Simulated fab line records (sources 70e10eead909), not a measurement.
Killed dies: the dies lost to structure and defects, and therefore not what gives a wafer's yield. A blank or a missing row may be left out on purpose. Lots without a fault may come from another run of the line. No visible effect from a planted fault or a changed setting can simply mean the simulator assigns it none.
fab line records | flow nand-harc
record: lots: 24 wafers: 72 last-day: 34
route steps=1302 shown A_CONTACT@1079 A_BLC@1119 A_M0@1147
lots that met no fault: from a run of the same line without faults
start-h: the number of hours between the record's first day and the start of the first shown wafer of the lot | wait-h: how many hours have passed since the lot's step before this one | " the same as in the row above | L1.1+2: a single row standing in for several wafers | - either no value or no given start | * or withheld: withheld | < > ~ a bound
route shown NAME@n: names a module that has steps shown in the file, with the first one's number in the route | usual: mean/standard deviation taken from wafers without a fault | same: alike in all rows | chamber/n: place in a boat | sites: each site's reading | _std_site: their standard deviation | _edge_site: the outer-site mean with the inner-site mean subtracted | radius-mm: for every site, how far away it sits from the centre of the wafer | mask NAME#n: copy n | behind: the most recent tool/chamber to have shaped the wafer | hold: cause of the lot's hold/its duration in hours/its outcome | device: the n, p or np transistor that did not switch | end of line: tests of these same wafers at the route's end | a step with no rows: only its recipe | killed: the dies lost at the first sort to structure and to defects; this is not the yield of the wafer | map: a wafer's dies, marking killed ones x, the rest . and places with no die _
set.NAME: the run value of the setting; set.NAME@STEP: its run value at that earlier step | model.NAME: the simulator's own value behind a step, which no gauge read
one table for each step of the route and one row for each wafer, over a sample of lots
services: when a tool's chamber went out of use (start-h, in hours from the record's first day, below 0 if earlier), for how many hours, and the reason
== steps ==
step: NHARC_A_CONTACT_OVL_MEAS_09
usual: overlay-x-nm: -0.1/0.89 overlay-y-nm: 0.0/0.79
columns lot.wafer tool chamber start-h wait-h overlay-x-nm overlay-y-nm
L075.3 overlay-02 - 519.61 - -0.5 0.3
L075.5 " - " " -0.2 0.4
L075.6 " - " " 0.0 0.0
L074.1 overlay-02 - 527.64 - -0.4 0.2
L074.4 " - " " -0.5 0.5
L074.6 " - " " -0.6 0.4
L076.3 overlay-02 - 540.86 - -0.1 -1.6
L076.5 " - " " 0.0 -0.9
L076.6 " - " " -0.1 -1.0
L077.2 overlay-01 - 550.10 - 1.6 1.0
L077.3 " - " " 1.1 1.0
L077.5 " - " " 1.3 1.1
L078.4 overlay-02 - 558.48 - -1.4 -0.8
L078.5 " - " " -1.2 -0.9
L078.6 " - " " -1.2 -0.6
L080.1 overlay-01 - 571.73 - 0.8 -0.9
L080.3 " - " " 1.2 -0.3
L080.5 " - " " 0.8 -0.6
L079.1 overlay-01 - 574.78 - 0.1 -0.2
L079.2 " - " " -0.4 0.1
L079.4 " - " " 0.6 0.2
L081.1 overlay-02 - 582.61 - 0.0 1.2
L081.2 " - " " 0.2 0.9
L081.3 " - " " 0.3 1.1
L082.1 overlay-01 - 599.40 - -0.5 -1.0
L082.3 " - " " -1.8 -0.9
L082.5 " - " " -1.7 -0.8
L086.2 overlay-01 - 613.40 - -0.8 -0.8
L086.5 " - " " -0.2 0.0
L086.6 " - " " -0.3 -0.1
L083.2 overlay-02 - 616.14 - 0.1 -1.0
L083.5 " - " " -0.5 -0.5
L083.6 " - " " 0.7 -0.9
L084.3 overlay-02 - 629.29 - -1.6 0.8
L084.4 " - " " -2.2 0.8
L084.5 " - " " -2.1 1.1
L085.3 overlay-02 - 635.33 - 1.0 0.2
L085.4 " - " " 0.9 -0.5
L085.5 " - " " 1.0 0.0
L087.1 overlay-01 - 648.46 - -1.5 -0.3
L087.2 " - " " -0.2 0.6
L087.4 " - " " -0.5 0.4
L089.2 overlay-01 - 654.25 - 1.1 1.0
L089.3 " - " " 1.0 1.5
L089.6 " - " " 0.6 1.1
L088.3 overlay-01 - 663.00 - 1.3 0.1
L088.4 " - " " 1.6 0.0
L088.6 " - " " 1.0 -0.2
L090.1 overlay-01 - 667.60 - 0.5 -1.6
L090.2 " - " " 0.1 -1.6
L090.3 " - " " 0.6 -1.4
L092.1 overlay-02 - 685.17 - -1.3 0.0
L092.2 " - " " -1.5 0.3
L092.5 " - " " -1.1 0.4
L091.1 overlay-01 - 688.65 - 0.3 -0.5
L091.2 " - " " 0.6 -0.1
L091.3 " - " " 0.6 -0.6
L093.1 overlay-01 - 694.78 - -0.6 1.1
L093.2 " - " " -0.2 1.2
L093.5 " - " " -0.3 1.1
L094.1 overlay-01 - 710.24 - -0.6 0.8
L094.3 " - " " -0.3 0.9
L094.5 " - " " 0.0 0.7
L095.1 overlay-02 - 712.50 - 0.5 0.6
L095.2 " - " " 0.6 0.3
L095.3 " - " " 0.3 0.6
L096.1 overlay-01 - 725.91 - -1.2 0.3
L096.3 " - " " -1.3 0.2
L096.4 " - " " -1.2 0.3
L097.2 overlay-02 - 759.15 - -0.4 -0.6
L097.5 " - " " 0.3 0.1
L097.6 " - " " 0.0 -0.2
step: NHARC_A_CONTACT_ETCH_89
recipe: target-depth-a: 2600 over-etch-frac: 0.3 time-s: 475.3 ion-energy-ev: 200 n2-flow-sccm: 150 h2-flow-sccm: 150 ar-flow-sccm: 0 rf-w: 400 bias-w: 150 chemistry: N2/H2
usual: bias-w: 150.0/0.45 drypump-motor-current-A: 5.5/0.44 oes-product-au: 0.997/0.013 rf-vpp-V: 431.7/2.4 showerhead-plenum-p-Torr: 2.08/0.083 throttle-valve-pct: 14.171/0.0095
columns lot.wafer tool chamber start-h wait-h bias-w drypump-motor-current-A oes-product-au rf-hours-counter-h rf-vpp-V showerhead-plenum-p-Torr throttle-valve-pct
L075.3 rie-diel-04 3 - - 150.2 5.2 1.023 56 425.6 1.89 14.172
L075.5 " 0 " " 149.7 5.5 0.992 - 434.9 2.20 14.177
L075.6 " 1 " " 150.0 6.0 0.987 - 435.2 2.18 14.178
L074.1 rie-diel-07 2 - - 150.4 5.5 1.010 5 428.8 2.03 14.166
L074.4 " 1 " " 150.2 5.7 1.007 - 434.4 2.18 14.169
L074.6 " 2 " " 149.4 5.5 1.012 - 430.0 2.03 14.176
L076.3 rie-diel-07 0 - - 150.1 4.7 1.004 8 430.8 2.04 14.172
L076.5 " 0 " " 150.3 4.7 0.995 - 430.9 2.04 14.172
L076.6 " 3 " " 150.5 6.0 1.016 - 432.6 2.10 14.167
L077.2 rie-diel-04 2 - - 149.4 5.4 1.005 2 429.5 2.01 14.171
L077.3 " 3 " " 150.2 5.2 0.991 2 434.6 2.22 14.162
L077.5 " 2 " " 149.8 5.4 1.014 - 428.7 2.01 14.153
L078.4 rie-diel-07 1 - - 149.5 5.8 0.990 16 435.0 2.17 14.174
L078.5 " 0 " " 150.5 4.7 0.988 - 430.4 2.04 14.170
L078.6 " 1 " " 149.4 5.7 0.995 - 433.6 2.17 14.170
L080.3 rie-diel-07 1 - - 150.6 5.7 0.992 18 434.0 2.17 14.172
L080.1 " 3 " " 150.2 5.9 1.007 18 433.6 2.10 14.174
L080.5 " 1 " " 150.7 5.7 0.997 - 433.0 2.17 14.163
L079.1 rie-diel-04 0 - - 151.0 5.5 0.997 7 434.1 2.20 14.168
L079.2 " 1 " " 149.9 6.0 0.975 6 433.7 2.17 14.169
L079.4 " 2 " " 150.6 5.4 1.005 6 429.5 2.01 14.168
L081.3 rie-diel-07 0 - - 150.9 4.8 0.991 16 430.6 2.04 14.174
L081.1 " 2 " " 150.2 5.5 1.005 14 428.9 2.02 14.179
L081.2 " 3 " " 150.6 6.0 0.998 20 432.8 2.10 14.165
L082.1 rie-diel-07 3 - - 150.0 6.0 0.996 24 432.1 2.10 14.174
L082.3 " 0 " " 150.1 4.7 1.001 20 431.2 2.04 14.160
L082.5 " 2 " " 149.9 5.5 0.986 - 430.3 2.02 14.168
L086.2 rie-diel-07 3 613.83 0.2 150.1 6.0 1.016 29 433.5 2.10 14.184
L086.5 " 0 " " 150.3 4.7 0.979 - 431.5 2.03 14.185
L086.6 " 3 " " 149.8 6.0 1.002 - 432.4 2.10 14.171
L083.2 rie-diel-07 0 617.68 0.3 149.7 4.7 0.993 28 432.0 2.03 14.164
L083.5 " 3 " " 150.3 6.0 1.002 - 432.4 2.10 14.176
L083.6 " 0 " " 150.4 4.7 0.991 - 429.5 2.03 14.173
L084.4 rie-diel-11 2 - - 149.7 5.7 0.991 2 428.0 1.93 14.178
L084.3 " 3 " " 149.9 5.1 1.001 2 431.3 2.06 14.175
L084.5 " 2 " " 150.1 5.7 1.003 - 426.4 1.93 14.178
L085.3 rie-diel-11 1 - - 150.2 6.2 1.031 5 428.0 1.95 14.180
L085.4 " 0 " " 150.1 5.5 0.991 - 436.3 2.22 14.176
L085.5 " 2 " " 150.3 5.7 0.994 - 426.6 1.93 14.179
L087.2 rie-diel-07 2 - - 149.9 5.5 0.999 25 429.4 2.02 14.160
L087.1 " 3 " " 149.5 6.0 0.999 36 432.9 2.09 14.170
L087.4 " 1 " " 149.8 5.7 0.991 22 435.0 2.17 14.175
L089.3 rie-diel-11 0 - - 150.3 5.5 0.985 14 435.6 2.21 14.191
L089.2 " 2 " " 149.9 5.7 0.994 14 427.9 1.92 14.161
L089.6 " 0 " " 150.6 5.5 0.997 - 435.2 2.21 14.174
L088.4 rie-diel-07 0 - - 148.8 4.7 0.990 0 430.8 2.03 14.174
L088.3 " 1 " " 150.7 5.7 0.996 0 434.3 2.17 14.169
L088.6 " 0 " " 149.5 4.7 0.989 - 431.2 2.03 14.162
L090.1 rie-diel-11 0 - - 150.2 5.5 0.981 19 435.4 2.21 14.174
L090.2 " 1 " " 149.7 6.2 1.034 19 428.3 1.95 14.168
L090.3 " 2 " " 149.6 5.7 0.994 19 428.2 1.92 14.175
L092.1 rie-diel-07 3 - - 149.3 5.9 0.965 4 430.9 2.09 14.163
L092.2 " 1 " " 149.6 5.7 0.991 3 433.1 2.17 14.174
L092.5 " 0 " " 150.0 4.7 0.990 - 429.6 2.03 14.176
L091.1 rie-diel-07 1 - - 149.5 5.7 0.996 4 434.1 2.17 14.171
L091.3 " 2 " " 150.3 5.5 1.012 4 430.3 2.02 14.180
L091.2 " 3 " " 150.3 6.0 0.976 5 431.3 2.09 14.190
L093.2 rie-diel-04 0 - - 150.3 5.5 0.993 59 433.1 2.18 14.159
L093.1 " 2 " " 150.3 5.4 0.999 56 428.7 1.99 14.171
L093.5 " 0 " " 149.7 5.5 0.991 - 435.0 2.18 14.171
L094.1 rie-diel-04 1 - - 149.7 6.0 0.964 60 434.0 2.15 14.181
L094.3 " 3 " " 149.5 5.2 0.999 59 434.1 2.20 14.153
L094.5 " 2 " " 150.2 5.4 1.005 - 429.5 1.99 14.183
L095.3 rie-diel-07 2 - - 150.0 5.5 1.005 9 430.2 2.02 14.178
L095.1 " 3 " " 150.6 6.0 0.981 9 433.0 2.09 14.166
L095.2 " 0 " " 150.0 4.7 0.992 8 429.9 2.03 14.176
L096.4 rie-diel-07 1 - - 150.3 5.7 1.000 10 435.7 2.17 14.173
L096.1 " 3 " " 150.0 6.0 0.981 10 431.1 2.09 14.165
L096.3 " 0 " " 150.1 4.7 1.004 10 430.6 2.03 14.174
L097.2 rie-diel-07 1 - - 150.6 5.7 0.990 15 434.2 2.16 14.172
L097.6 " 1 " " 151.0 5.8 0.998 - 433.6 2.16 14.176
L097.5 " 2 " " 148.8 5.5 1.001 - 430.2 2.01 14.180
step: NHARC_A_CONTACT_ALD_18
recipe: target-thk-a: 30 pulse-time-s: 1 ald-cycles: 150 temp-c: 450 material: TiN
usual: heater-power-w: 1067/83 precursor-pulse-height-rel: 1.000/0.02
columns lot.wafer tool chamber start-h wait-h heater-power-w precursor-pulse-height-rel
L075.3 ald-metal-01 2 523.87 - 944 1.024
L075.5 " 2 " " 965 1.025
L075.6 " 0 " " 1028 1.024
L074.1 ald-metal-02 1 532.73 - 1052 1.004
L074.4 " 2 " " 1088 1.006
L074.6 " 1 " " 1010 0.985
L076.3 ald-metal-04 1 546.30 - 963 1.012
L076.5 " 0 " " 1131 0.991
L076.6 " 1 " " 967 0.977
L077.3 ald-metal-04 3 555.19 - 1196 0.984
L077.2 " 1 " " 986 1.024
L077.5 " 3 " " 1187 0.948
L078.4 ald-metal-01 1 562.73 - 1015 0.985
L078.6 " 3 " " 1283 1.018
L078.5 " 0 " " 1082 1.007
L080.3 ald-metal-02 1 576.12 - 1024 0.970
L080.1 " 2 " " 1088 0.984
L080.5 " 2 " " 1121 1.003
L079.4 ald-metal-04 3 579.06 - 1181 0.991
L079.2 " 0 " " 1090 0.970
L079.1 " 2 " " 952 0.977
L081.3 ald-metal-02 2 587.03 - 1107 1.016
L081.1 " 3 " " 1062 1.019
L081.2 " 1 " " 1061 0.971
L082.1 ald-metal-01 1 603.95 - 1007 1.007
L082.3 " 2 " " 1023 1.017
L082.5 " 0 " " 1083 1.004
L086.2 ald-metal-04 1 620.17 - 954 0.981
L086.6 " 1 " " 979 0.996
L086.5 " 2 " " 977 1.011
L083.2 ald-metal-02 0 622.93 - 1056 1.020
L083.6 " 2 " " 1107 0.981
L083.5 " 3 " " 1096 0.984
L084.4 ald-metal-04 0 633.74 - 1123 0.996
L084.3 " 1 " " 961 0.972
L084.5 " 3 " " 1184 0.987
L085.3 ald-metal-04 3 640.24 - 1202 1.014
L085.4 " 1 " " 992 1.076
L085.5 " 3 " " 1219 1.021
L087.4 ald-metal-02 3 652.74 - 1087 1.017
L087.2 " 0 " " 1085 1.032
L087.1 " 1 " " 1032 0.976
L089.3 ald-metal-02 2 658.71 - 1136 0.995
L089.2 " 3 " " 1116 0.996
L089.6 " 3 " " 1109 0.989
L088.3 ald-metal-02 3 670.63 - 1128 0.967
L088.6 " 1 " " 1060 0.980
L088.4 " 0 " " 1044 1.017
L090.1 ald-metal-04 2 672.60 - 920 1.028
L090.3 " 3 " " 1178 0.987
L090.2 " 0 " " 1039 1.011
L092.1 ald-metal-02 2 689.46 - 1110 1.015
L092.2 " 3 " " 1097 0.998
L092.5 " 1 " " 1044 1.002
L091.1 ald-metal-04 0 692.98 - 1036 0.988
L091.2 " 1 " " 1015 1.032
L091.3 " 3 " " 1193 1.005
L093.2 ald-metal-02 2 699.08 - 1128 0.994
L093.1 " 3 " " 1107 0.991
L093.5 " 0 " " 1042 0.996
L094.3 ald-metal-01 2 714.71 - 962 1.016
L094.1 " 3 " " 1279 1.026
L094.5 " 1 " " 997 0.971
L095.3 ald-metal-04 3 716.73 - 1173 0.966
L095.2 " 0 " " 1039 0.973
L095.1 " 1 " " 989 1.005
L096.3 ald-metal-02 3 730.65 - 1100 0.980
L096.1 " 1 " " 1049 0.974
L096.4 " 2 " " 1087 1.008
L097.2 ald-metal-01 0 763.42 - 994 0.992
L097.5 " 2 " " 947 0.995
L097.6 " 3 " " 1264 0.994
step: NHARC_A_CONTACT_CVD_19
recipe: target-thk-a: 3000 temp-c: 300 pressure-torr: 40 wf6-flow-sccm: 40 h2-flow-sccm: 1600 ar-flow-sccm: 1560 time-s: 802 material: W
usual: heater-power-w: 460/55 throttle-valve-pct: 7.90/0.25
columns lot.wafer tool chamber start-h wait-h heater-power-w throttle-valve-pct
L075.3 cvd-w-01 1 - - 505 7.84
L075.5 " 0 " " 442 7.70
L075.6 " 1 " " 512 8.06
L074.1 cvd-w-01 0 - - 446 7.78
L074.4 " 1 " " 501 7.53
L074.6 " 1 " " 513 7.84
L076.3 cvd-w-02 0 - - 382 8.38
L076.6 " 0 " " 390 8.30
L076.5 " 1 " " 444 7.94
L077.2 cvd-w-02 1 - - 454 8.14
L077.3 " 1 " " 440 8.12
L077.5 " 1 " " 442 8.06
L078.4 cvd-w-01 1 - - 542 7.87
L078.6 " 0 " " 448 7.75
L078.5 " 1 " " 533 7.91
L080.1 cvd-w-01 1 - - 526 7.70
L080.3 " 0 " " 449 7.63
L080.5 " 0 " " 434 7.73
L079.1 cvd-w-01 0 - - 451 7.61
L079.2 " 1 " " 539 7.71
L079.4 " 0 " " 445 7.40
L081.1 cvd-w-02 1 - - 448 8.11
L081.2 " 1 " " 448 8.11
L081.3 " 1 " " 442 8.12
L082.1 cvd-w-01 0 - - 455 7.71
L082.3 " 1 " " 532 7.82
L082.5 " 1 " " 543 8.02
L086.2 cvd-w-01 1 - - 530 7.83
L086.5 " 0 " " 450 7.38
L086.6 " 1 " " 541 7.74
L083.2 cvd-w-01 1 - - 534 8.08
L083.5 " 1 " " 533 8.19
L083.6 " 0 " " 453 7.46
L084.3 cvd-w-01 1 - - 546 7.81
L084.4 " 0 " " 438 7.56
L084.5 " 0 " " 459 7.72
L085.4 cvd-w-01 1 - - 546 7.98
L085.3 " 0 " " 447 7.94
L085.5 " 0 " " 454 7.61
L087.2 cvd-w-01 1 - - 533 7.71
L087.1 " 0 " " 451 7.37
L087.4 " 0 " " 446 7.61
L089.2 cvd-w-01 1 - - 537 8.21
L089.3 " 0 " " 450 7.70
L089.6 " 0 " " 454 7.80
L088.3 cvd-w-02 0 - - 385 7.94
L088.4 " 1 " " 414 8.28
L088.6 " 1 " " 414 8.07
L090.2 cvd-w-01 1 - - 526 7.86
L090.1 " 0 " " 448 7.49
L090.3 " 1 " " 555 7.65
L092.2 cvd-w-02 1 - - 430 8.04
L092.1 " 0 " " 378 7.84
L092.5 " 0 " " 377 7.96
L091.2 cvd-w-01 0 - - 458 7.91
L091.1 " 1 " " 550 8.25
L091.3 " 0 " " 451 7.68
L093.2 cvd-w-02 1 - - 420 7.84
L093.1 " 0 " " 375 8.38
L093.5 " 0 " " 384 8.12
L094.1 cvd-w-01 1 - - 548 8.00
L094.3 " 1 " " 539 8.08
L094.5 " 1 " " 535 7.78
L095.2 cvd-w-02 0 - - 387 8.32
L095.1 " 1 " " 408 8.27
L095.3 " 1 " " 416 8.07
L096.1 cvd-w-02 1 - - 412 8.14
L096.4 " 1 " " 417 7.93
L096.3 " 0 " " 375 8.11
L097.2 cvd-w-02 0 - - 382 8.33
L097.5 " 1 " " 419 7.79
L097.6 " 0 " " 388 8.30
step: NHARC_A_BLC_INSPECT_12
usual: raw-defect-count: 88/37
columns lot.wafer tool chamber start-h wait-h raw-defect-count
L075.3 defect-inspect-01 - 525.94 0.0 110
L075.5 " - " " 121
L075.6 " - " " 128
L074.1 defect-inspect-01 - 534.88 0.0 28
L074.4 " - " " 20
L074.6 " - " " 22
L076.3 defect-inspect-02 - 548.28 0.0 122
L076.5 " - " " 131
L076.6 " - " " 107
L077.2 defect-inspect-01 - 557.33 0.0 70
L077.3 " - " " 69
L077.5 " - " " 77
L078.4 defect-inspect-01 - 564.81 0.0 69
L078.5 " - " " 71
L078.6 " - " " 66
L080.1 defect-inspect-02 - 578.24 0.0 76
L080.3 " - " " 75
L080.5 " - " " 51
L079.1 defect-inspect-01 - 581.17 0.0 124
L079.2 " - " " 118
L079.4 " - " " 138
L081.1 defect-inspect-02 - 589.75 0.0 172
L081.2 " - " " 148
L081.3 " - " " 151
L082.1 defect-inspect-01 - 605.96 0.0 24
L082.3 " - " " 30
L082.5 " - " " 40
L086.2 defect-inspect-01 - 622.30 0.0 44
L086.5 " - " " 38
L086.6 " - " " 41
L083.2 defect-inspect-02 - 625.01 0.0 132
L083.5 " - " " 111
L083.6 " - " " 113
L084.3 defect-inspect-02 - 635.71 0.0 69
L084.4 " - " " 78
L084.5 " - " " 63
L085.3 defect-inspect-02 - 642.25 0.0 124
L085.4 " - " " 105
L085.5 " - " " 119
L087.1 defect-inspect-02 - 654.77 0.0 94
L087.2 " - " " 104
L087.4 " - " " 95
L089.2 defect-inspect-02 - 660.84 0.0 80
L089.3 " - " " 63
L089.6 " - " " 77
L088.3 defect-inspect-02 - 672.76 0.0 105
L088.4 " - " " 107
L088.6 " - " " 111
L090.1 defect-inspect-02 - 674.70 0.0 138
L090.2 " - " " 134
L090.3 " - " " 149
L092.1 defect-inspect-01 - 691.55 0.0 127
L092.2 " - " " 106
L092.5 " - " " 118
L091.1 defect-inspect-02 - 694.99 0.0 59
L091.2 " - " " 54
L091.3 " - " " 75
L093.1 defect-inspect-01 - 701.03 0.0 73
L093.2 " - " " 83
L093.5 " - " " 82
L094.1 defect-inspect-02 - 716.84 0.0 60
L094.3 " - " " 74
L094.5 " - " " 60
L095.1 defect-inspect-02 - 718.72 0.0 93
L095.2 " - " " 89
L095.3 " - " " 86
L096.1 defect-inspect-01 - 732.76 0.0 135
L096.3 " - " " 128
L096.4 " - " " 127
L097.2 defect-inspect-02 - 765.42 0.0 23
L097.5 " - " " 32
L097.6 " - " " 15
step: NHARC_A_M0_CD_MEAS_09
recipe: target-cd-nm: 80 landing-energy-ev: 500
usual: cd-nm: 80.2/0.59
columns lot.wafer tool chamber start-h wait-h cd-nm
L075.3 cd-sem-01 0 530.02 - 80.5
L075.5 " 0 " " 80.4
L075.6 " 0 " " 80.0
L074.1 cd-sem-02 0 538.67 - 79.6
L074.4 " 0 " " 80.2
L074.6 " 0 " " 80.6
L076.3 cd-sem-02 0 552.18 - 81.4
L076.5 " 0 " " 81.0
L076.6 " 0 " " 80.7
L077.2 cd-sem-02 0 561.25 - 80.6
L077.3 " 0 " " 80.7
L077.5 " 0 " " 79.9
L078.4 cd-sem-01 0 568.73 - 78.8
L078.5 " 0 " " 79.9
L078.6 " 0 " " 80.0
L080.1 cd-sem-02 0 582.01 - 78.5
L080.3 " 0 " " 80.8
L080.5 " 0 " " 80.6
L079.1 cd-sem-01 0 585.01 - 79.9
L079.2 " 0 " " 80.1
L079.4 " 0 " " 79.3
L081.1 cd-sem-03 0 593.97 - 81.0
L081.2 " 0 " " 80.2
L081.3 " 0 " " 80.3
L082.1 cd-sem-01 0 609.79 - 80.9
L082.3 " 0 " " 81.1
L082.5 " 0 " " 80.6
L086.2 cd-sem-02 0 626.32 - 81.2
L086.5 " 0 " " 80.3
L086.6 " 0 " " 80.1
L083.2 cd-sem-02 0 628.90 - 80.1
L083.5 " 0 " " 80.6
L083.6 " 0 " " 80.2
L084.3 cd-sem-02 0 639.48 - 79.4
L084.4 " 0 " " 80.8
L084.5 " 0 " " 80.3
L085.3 cd-sem-01 0 646.29 - 79.5
L085.4 " 0 " " 79.2
L085.5 " 0 " " 80.3
L087.1 cd-sem-03 0 658.66 - 80.1
L087.2 " 0 " " 80.0
L087.4 " 0 " " 80.3
L089.2 cd-sem-03 0 664.71 - 81.2
L089.3 " 0 " " 80.5
L089.6 " 0 " " 80.6
L088.3 cd-sem-01 0 676.54 - 80.1
L088.4 " 0 " " 80.9
L088.6 " 0 " " 80.5
L090.1 cd-sem-01 0 678.49 - 79.7
L090.2 " 0 " " 79.9
L090.3 " 0 " " 80.1
L092.1 cd-sem-01 0 695.78 - 80.9
L092.2 " 0 " " 80.1
L092.5 " 0 " " 80.2
L091.1 cd-sem-01 0 698.89 - 80.1
L091.2 " 0 " " 80.6
L091.3 " 0 " " 80.4
L093.1 cd-sem-03 0 705.12 - 80.2
L093.2 " 0 " " 80.8
L093.5 " 0 " " 80.6
L094.1 cd-sem-01 0 720.63 - 80.1
L094.3 " 0 " " 80.2
L094.5 " 0 " " 80.1
L095.1 cd-sem-02 0 722.55 - 79.0
L095.2 " 0 " " 79.8
L095.3 " 0 " " 79.8
L096.1 cd-sem-03 0 736.68 - 79.0
L096.3 " 0 " " 79.4
L096.4 " 0 " " 79.5
L097.2 cd-sem-03 0 769.35 - 80.0
L097.5 " 0 " " 80.6
L097.6 " 0 " " 80.3
== services ==
columns tool chamber start-h hours kind
ald-metal-01 1 499.23 26.6 repair
ald-metal-04 3 500.06 26.5 repair
ald-metal-02 2 502.23 19.1 repair
rie-diel-07 2 507.03 8.5 repair
ald-metal-01 - 526.00 10.0 pm
rie-diel-07 0 527.07 10.1 repair
rie-diel-04 - 535.82 9.0 pm
rie-diel-07 2 538.85 13.1 repair
cvd-w-01 - 547.00 13.0 pm
rie-diel-07 3 553.47 4.7 repair
ald-metal-01 3 564.45 6.5 repair
rie-diel-07 1 580.12 5.6 repair
cvd-w-02 0 586.97 13.8 repair
rie-diel-07 1 589.30 32.4 repair
rie-diel-04 3 595.62 12.3 repair
ald-metal-02 - 610.00 10.0 pm
rie-diel-07 3 620.84 6.6 repair
cvd-w-02 - 631.15 13.0 pm
rie-diel-07 - 649.49 9.0 pm
ald-metal-04 - 652.00 10.0 pm
ald-metal-04 - 668.59 1.4 repair
ald-metal-02 2 670.27 4.2 repair
cvd-w-01 - 728.00 13.0 pm
ald-metal-02 0 755.91 18.2 repair
== key ==
fault none
